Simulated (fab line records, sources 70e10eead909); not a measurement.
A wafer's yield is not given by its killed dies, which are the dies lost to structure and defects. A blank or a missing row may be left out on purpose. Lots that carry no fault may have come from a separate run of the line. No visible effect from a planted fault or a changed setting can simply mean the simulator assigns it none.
Problem report in the 8D (eight disciplines) form, filled by code | flow nand harc | the parts of the form that need people (team, actions taken, sign-off) are left out

== 1. PROBLEM STATEMENT ==
NHARC_P_GATE_DESCUM_13, run length s: mean 25.2 s over 1 wafer from 1 lot; wafers with no fault: 23.9 s, standard deviation 0.32. That puts it +4.1 standard deviations away from the usual mean.
The step: chemistry O2, time 3 s.
Seen first at day 12 16:28 on rie diel-01, wafer L747.3. Wafers with a number at this step in the record: 14, from 5 lots. The rule behind "out" and "out of limits": a value lying over 4 standard deviations away from the usual mean. The rest of the wafers with a number are treated as sound.

== 2. WHAT IT IS; WHAT IT IS NOT ==
question                    | is                | is not
which readings at this step | run length s      | drypump motor current A, mfc ar sccm, oes product au, rf vpp V, showerhead plenum p Torr, throttle valve pct
which lots                  | L747              | L728, L729, L734, L738
which wafers of those lots  | L747.3            | L747.5
read on which tools         | rie diel-01       | rie diel-11
when                        | from day 12 16:28 | up to then (13 sound wafers)

== 3. SUSPECTS, AND WHAT RULES EACH OUT ==
Counting: if a tool at a process step up to the reading ran every lot that is out, it stays a suspect. Sound lots after the first of them don't rule it out here, since some wafers of a struck lot are sound.
- rie diel-01 at NHARC_P_GATE_DESCUM_13 (chemistry O2, time 3 s): kept. L747, the lot that is out, went through it at day 12 16:28; up to then, the latest sound lot through it was L734 at day 7 12:48. Its own run length s readings are out on those wafers.
- Within rie diel-01 at NHARC_P_GATE_DESCUM_13: the wafers that are out ran in chamber 0; their sound lot-mates ran in chamber 3.
Remaining after the count: rie diel-01 at NHARC_P_GATE_DESCUM_13.

== 4. THE CAUSE (what the simulator had put in) ==
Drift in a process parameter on rie diel-01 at NHARC_P_GATE_DESCUM_13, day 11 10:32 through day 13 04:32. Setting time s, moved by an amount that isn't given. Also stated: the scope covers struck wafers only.
The count eliminated every tool but this one.

== 5. THE EFFECT CHAIN, in route order ==
Each row: a reading whose mean over the struck wafers that have a number lies more than 3 standard deviations from the usual. Only readings for which the record gives a usual standard deviation are gone through. hours: the time from each lot's start at the first step in this table that gives one to its start at this step, as a median over the lots. sigmas: the change in usual standard deviations.
hours | step                   | reading      | usual  | on struck wafers | change | sigmas
0     | NHARC_P_GATE_DESCUM_13 | run length s | 23.9 s | 25.2             | +1.3   | +4.1
Process steps it contains:
- NHARC_P_GATE_DESCUM_13: chemistry O2, time 3 s.

== 6. WHAT WOULD HAVE CAUGHT IT SOONER ==
In this record the first reading out of limits was taken at day 12 16:28, 30 hours after the fault began at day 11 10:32.
